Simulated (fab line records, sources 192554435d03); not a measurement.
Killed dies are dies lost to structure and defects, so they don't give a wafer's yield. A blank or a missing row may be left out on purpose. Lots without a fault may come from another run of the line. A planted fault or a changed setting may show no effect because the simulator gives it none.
fab line records | flow n5_finfet
record lots=5 wafers=15 last_day=17
route steps=1938 shown FIN_SAQP@92 BEOL_M4@1111
lots that met no fault: from a run of the same line without faults
start_h: hours from the record's first day to the start of the lot's first wafer shown | wait_h: hours since the lot's step before | " the same as in the row above | L1.1+2: a row that stands for several wafers | - no value, or no start given | * or withheld: withheld | < > ~ a bound
route shown NAME@n: a module of which the file shows steps, and the number in the route of the first | usual: mean/standard deviation of fault-free wafers | same: alike in all rows | chamber/n: place in a boat | sites: the reading at each site | _std_site: their standard deviation | _edge_site: outer sites' mean less inner sites' | radius_mm: how far each site lies from the wafer's centre | mask NAME#n: copy n | behind: the tool/chamber that last shaped the wafer | hold: why the lot was held/for how many hours/how that ended | device: the transistor (n, p or np) that didn't switch | end of line: the same wafers' tests at the end of the route | a step without rows: its recipe alone | killed: dies lost to structure and defects at the first sort, not the wafer's yield | map: a wafer's dies, x killed, . not, _ none there
set.NAME: the setting as run; set.NAME@STEP: as run at that earlier step | model.NAME: the simulator's own value behind a step, which no gauge read
lots at some steps of the route; a table a step, a row a wafer
services: from which hour (start_h, from the record's first day; less than 0 if before it) a tool's chamber was out of use, for how many hours, and why
## steps
# step N5_FIN_SAQP_PRECLEAN_44
# recipe chemistry=SC2 time_s=45 temp_c=35 mix=1:1:50
# step N5_FIN_SAQP_SRD_01
# recipe dry=ipa_marangoni time_s=30 temp_c=23 rinse_liquid=diw
# step N5_FIN_SAQP_ALD_61
# recipe material=SiO2 target_thk_a=40 temp_c=300 ald_precursor_family=BDEAS ald_co_reactant=O2-plasma pulse_time_s=1 purge_time_s=2 co_reactant_purge_time_s=2 ald_cycles=43 pressure_torr=2
# step N5_FIN_SAQP_DENSIFY_62
# recipe temp_c=700 time_s=60 ambient=N2 idle_temp_c=600 ramp_up_c_per_s=150 ramp_down_c_per_s=60 cool_to_c=600
# step N5_FIN_SAQP_HM_DEP_03
# recipe material=SiNx target_thk_a=380 temp_c=400 precursor=SiH4/NH3/N2 pressure_torr=1.5 rf_w=300 time_s=33.6
# step N5_FIN_SAQP_PECVD_47
# recipe material=a-Si target_thk_a=450 temp_c=400 precursor=SiH4/He pressure_torr=3 rf_w=100 time_s=36.3
# step N5_FIN_SAQP_PECVD_48
# recipe material=SiNx target_thk_a=250 temp_c=400 precursor=SiH4/NH3/N2 pressure_torr=1.5 rf_w=300 time_s=22.1
# step N5_FIN_SAQP_PECVD_06
# recipe material=a-Si target_thk_a=600 temp_c=400 precursor=SiH4/He pressure_torr=3 rf_w=100 time_s=48.1
# step N5_FIN_SAQP_HM_DEP_72
# recipe material=SiO2 target_thk_a=120 temp_c=400 precursor=SiH4/N2O pressure_torr=0.75 rf_w=275 time_s=7.2
# step N5_FIN_SAQP_COAT_49
# recipe resist=SOC temp_c=250 time_s=60 spin_rpm=1500 resist_thk_nm=100
# step N5_FIN_SAQP_COAT_50
# recipe resist=SiARC temp_c=220 time_s=60 spin_rpm=1500 resist_thk_nm=35
# usual spin_speed_rpm=1500.0/0.87
# columns lot.wafer tool chamber start_h wait_h spin_speed_rpm model.SiARC_of_FIN_SAQP_COAT_50.thk_nm
L687.1 litho_track-01 0 57.31 - 1455.3 35.52
L687.4 " 0 " " 1452.5 35.39
L687.5 " 0 " " 1454.9 35.57
L688.2 litho_track-01 0 63.29 - 1454.3 35.48
L688.3 " 0 " " 1454.6 35.44
L688.6 " 0 " " 1454.5 35.48
L690.2 litho_track-01 0 75.92 - 1453.7 35.56
L690.5 " 0 " " 1453.2 35.45
L690.6 " 0 " " 1454.3 35.58
L697.1 litho_track-02 0 118.52 - 1499.9 35.07
L697.4 " 0 " " 1500.1 34.99
L697.6 " 0 " " 1500.4 35.03
L703.2 litho_track-01 0 154.56 - 1499.2 34.91
L703.3 " 0 " " 1500.5 34.98
L703.5 " 0 " " 1498.9 34.99
# step N5_FIN_SAQP_COAT_10
# recipe resist=CAR-ArF spin_rpm=1500 resist_thk_nm=90
# step N5_FIN_SAQP_EBR_12
# recipe solvent=PGMEA ebr_width_mm=1.5
# step N5_FIN_SAQP_SOFTBAKE_11
# recipe temp_c=110 time_s=60 resist=CAR-ArF
# step N5_FIN_SAQP_EXPOSE_13
# recipe mask_id=FIN_CORE na=1.35 source_shape=dipole sigma_inner=0.538 sigma_outer=0.738 polarization=te target_cd_nm=35.6 dose_mj=63.25
# step N5_FIN_SAQP_PEB_14
# recipe peb_temp_c=withheld peb_time_s=60 resist=CAR-ArF
# step N5_FIN_SAQP_DEVELOP_15
# recipe develop_time_s=30 developer=TMAH resist=CAR-ArF dev_temp_c=23 rinse_liquid=diw dry=air_spin
# step N5_FIN_SAQP_DESCUM_21
# recipe chemistry=O2 time_s=7.9 source_power_w=50 bias_power_w=20 pressure_mtorr=20 rf_frequency_hz=2.712e+07 temp_c=40 resist=CAR-ArF o2_flow_sccm=225
# step N5_FIN_SAQP_ETCH_51
# recipe chemistry=CF4 target=SiARC target_depth_a=455 mask_material=CAR-ArF time_s=75.8 ion_energy_ev=80 pressure_mtorr=40 source_w=545 bias_w=36 Ar_flow_sccm=100 cf4_flow_sccm=100 ends=cleared
# usual drypump_motor_current_A=5.4/0.51 etch_rf_on_time_s=76.8/2.5 oes_product_au=0.65/0.082 rf_vpp_V=184.2/0.99 showerhead_plenum_p_Torr=2.14/0.051 throttle_valve_pct=15.72/0.23
# columns lot.wafer tool chamber start_h wait_h drypump_motor_current_A etch_rf_on_time_s oes_product_au rf_hours_counter_h rf_vpp_V showerhead_plenum_p_Torr throttle_valve_pct model.etch.depth_nm model.CAR-ArF_of_FIN_SAQP_COAT_10.thk_nm
L687.1 rie_diel-06 2 58.10 0.0 4.7 77.2 0.59 207 182.7 2.13 15.91 35.52 51.05
L687.4 " 3 " " 4.8 80.4 0.61 - 185.6 2.23 15.80 35.39 51.01
L687.5 " 2 " " 4.7 76.6 0.60 - 183.0 2.12 15.93 35.57 51.07
L688.2 rie_diel-06 3 63.66 0.0 4.8 79.7 0.61 165 185.5 2.23 15.80 35.48 50.18
L688.3 " 2 " " 4.7 77.2 0.60 210 183.8 2.12 15.93 35.44 50.11
L688.6 " 1 " " 5.9 80.0 0.60 - 184.6 2.13 15.93 35.48 50.25
L690.2 rie_diel-03 1 76.42 0.0 5.9 77.5 0.59 232 183.7 2.09 15.85 35.56 50.62
L690.5 " 3 " " 5.5 78.1 0.62 - 184.6 2.20 15.85 35.45 50.63
L690.6 " 1 " " 5.9 77.9 0.59 - 185.6 2.09 15.84 35.58 50.38
L697.1 rie_diel-05 1 119.86 0.0 5.0 77.7 0.77 11 184.6 2.18 15.32 35.07 50.7
L697.4 " 2 " " 4.8 72.7 0.65 143 182.0 2.05 15.67 34.99 50.51
L697.6 " 1 " " 5.1 77.6 0.77 - 184.7 2.18 15.33 35.03 50.29
L703.2 rie_diel-06 3 154.93 0.0 4.9 77.0 0.60 198 185.7 2.22 15.85 34.91 50.67
L703.3 " 0 " " 5.3 72.8 0.79 24 183.6 2.20 15.28 34.98 50.92
L703.5 " 3 " " 4.8 77.3 0.59 - 184.6 2.22 15.86 34.99 50.83
# step N5_FIN_SAQP_ETCH_52
# recipe chemistry=N2/H2 target=SOC target_depth_a=1000 overetch_a=200 mask_material=SiARC temp_c=40 time_s=150 ion_energy_ev=200 pressure_mtorr=30 source_w=840 bias_w=150 n2_flow_sccm=200 h2_flow_sccm=200 ends=end_point
# usual drypump_motor_current_A=5.4/0.52 oes_product_au=0.69/0.08 rf_vpp_V=524.1/2 showerhead_plenum_p_Torr=2.55/0.076 temp_c=39.99/0.12 throttle_valve_pct=17.95/0.21
# columns lot.wafer tool chamber start_h wait_h drypump_motor_current_A oes_product_au rf_hours_counter_h rf_vpp_V showerhead_plenum_p_Torr temp_c throttle_valve_pct model.SiARC_of_FIN_SAQP_COAT_50.thk_nm
L687.1 rie_diel-06 2 58.16 0.0 4.7 0.63 207 522.4 2.50 40.02 17.99 29.77
L687.4 " 3 " " 4.8 0.66 - 526.6 2.64 39.90 17.95 29.8
L687.5 " 2 " " 4.7 0.63 - 522.8 2.50 39.94 17.99 29.85
L688.2 rie_diel-06 3 63.72 0.0 4.8 0.65 165 526.2 2.64 40.12 17.94 29.96
L688.3 " 2 " " 4.7 0.63 210 522.6 2.50 39.92 18.00 29.8
L688.6 " 1 " " 5.9 0.64 - 522.5 2.49 39.96 17.92 30.03
L690.2 rie_diel-03 1 76.48 0.0 5.9 0.62 232 522.5 2.49 40.09 18.09 29.78
L690.5 " 3 " " 5.5 0.65 - 525.4 2.66 40.11 18.27 29.57
L690.6 " 1 " " 5.9 0.62 - 524.6 2.50 39.93 18.10 29.79
L697.1 rie_diel-05 1 119.91 0.0 5.1 0.81 11 526.1 2.60 39.89 17.59 29.25
L697.4 " 2 " " 4.8 0.67 143 521.7 2.42 39.74 17.84 29.17
L697.6 " 1 " " 5.1 0.81 - 527.2 2.60 40.02 17.59 29.14
L703.2 rie_diel-06 3 154.99 0.0 4.9 0.63 198 526.6 2.63 39.85 18.01 29.3
L703.3 " 0 " " 5.3 0.81 24 525.6 2.61 40.03 17.60 29.11
L703.5 " 3 " " 4.9 0.64 - 525.2 2.63 39.95 18.01 29.35
# step N5_FIN_SAQP_STRIP_53
# recipe chemistry=N2/H2 temp_c=40 n2_flow_sccm=200 h2_flow_sccm=200 rf_frequency_hz=6e+07
# step N5_BEOL_M4_RC_MEAS_101
# usual DIBL_N=36.9/2.1 DIBL_P=37.1/2.5 IOFF_N=0.17/0.039 IOFF_P=0.23/0.043 ION_N=673/15 ION_P=462/9.1 SS_N=71.8/0.69 SS_P=73.6/0.74 VT_N=250/3.6 VT_P=-249.7/2.9
# columns lot.wafer tool chamber start_h wait_h DIBL_N[mV/V] DIBL_P[mV/V] IOFF_N[nA/um] IOFF_P[nA/um] ION_N[uA/um] ION_P[uA/um] SS_N[mV/dec] SS_P[mV/dec] VT_N[mV] VT_P[mV]
L687.1 prober-01 0 198.18 0.0 39.4 40.2 0.21 0.28 685 467 72.0 73.8 248 -244.5
L687.4 " 0 " " 36.6 37.0 0.14 0.22 651 444 71.7 72.9 253 -250.8
L687.5 " 0 " " 38.8 39.3 0.19 0.26 667 462 71.9 73.0 249 -246.6
L688.2 prober-02 0 205.53 0.2 39.2 38.0 0.18 0.25 682 468 72.1 74.3 248 -247.4
L688.3 " 0 " " 39.5 38.7 0.19 0.27 658 455 72.3 73.8 249 -248.0
L688.6 " 0 " " 38.4 36.9 0.16 0.23 674 465 71.6 73.3 249 -250.0
L690.2 prober-01 0 224.87 0.2 36.7 35.3 0.14 0.21 675 467 71.2 73.8 256 -251.4
L690.5 " 0 " " 39.5 38.2 0.20 0.27 696 471 72.6 74.0 248 -247.0
L690.6 " 0 " " 38.9 37.7 0.18 0.25 657 451 72.2 74.4 250 -247.9
L697.1 prober-01 0 272.38 0.0 35.6 33.3 0.11 0.16 637 440 71.7 72.4 257 -256.5
L697.4 " 0 " " 40.6 42.5 0.23 0.30 701 477 72.6 74.8 246 -244.5
L697.6 " 0 " " 37.4 37.2 0.16 0.21 679 461 71.4 73.2 250 -250.5
L703.2 prober-02 0 302.25 0.2 33.7 33.2 0.11 0.17 641 446 70.5 72.0 255 -254.4
L703.3 " 0 " " 33.9 32.4 0.12 0.16 660 451 71.4 72.4 251 -255.9
L703.5 " 0 " " 36.3 35.9 0.15 0.20 657 453 71.7 73.6 252 -250.6
## services
# columns tool chamber start_h hours kind
rie_diel-05 0 42.73 - clean
rie_diel-05 0 42.73 - consumable_replace:focus_ring
rie_diel-05 0 42.73 14.6 scheduled_down
rie_diel-05 0 42.73 14.6 vent_cycle
rie_diel-06 0 51.89 - clean
rie_diel-06 0 51.89 - consumable_replace:focus_ring
rie_diel-06 0 51.89 19.3 scheduled_down
rie_diel-06 0 51.89 19.3 vent_cycle
rie_diel-03 2 58.66 - clean
rie_diel-03 2 58.66 - consumable_replace:focus_ring
rie_diel-03 2 58.66 30.3 scheduled_down
rie_diel-03 2 58.66 30.3 vent_cycle
rie_diel-05 1 69.95 - clean
rie_diel-05 1 69.95 - consumable_replace:focus_ring
rie_diel-03 0 77.63 53.1 repair
rie_diel-03 2 97.15 3.3 repair
rie_diel-06 0 100.78 9.1 repair
rie_diel-06 - 119.48 4.4 repair
rie_diel-06 0 124.63 1.7 repair
rie_diel-03 1 130.75 - clean
rie_diel-03 1 130.75 - consumable_replace:focus_ring
rie_diel-03 1 130.75 17.5 scheduled_down
rie_diel-03 1 130.75 17.5 vent_cycle
rie_diel-03 0 149.30 - clean
## key
first_sign step=N5_FIN_SAQP_COAT_50 reading=spin_speed_rpm direction=down sigmas=53 usual=* struck=*
effect none on later readings
model_effect step=N5_FIN_SAQP_COAT_50 value=SiARC_of_FIN_SAQP_COAT_50.thk_nm without=34.95 struck=35.49
model_effect step=N5_FIN_SAQP_ETCH_51 value=etch.depth_nm without=34.95 struck=35.49
model_effect step=N5_FIN_SAQP_ETCH_52 value=SiARC_of_FIN_SAQP_COAT_50.thk_nm without=29.27 struck=29.82
met_at N5_FIN_SAQP_COAT_50
struck_wafers L687.1,L687.4,L687.5,L688.2,L688.3,L688.6,L690.2,L690.5,L690.6
fault kind=process_parameter_drift tool=litho_track-01 chamber=- onset_h=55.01 steps=N5_FIN_SAQP_COAT_50 channel=spin_rpm offset=* shape=step end_h=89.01 acts_in=* stated=*
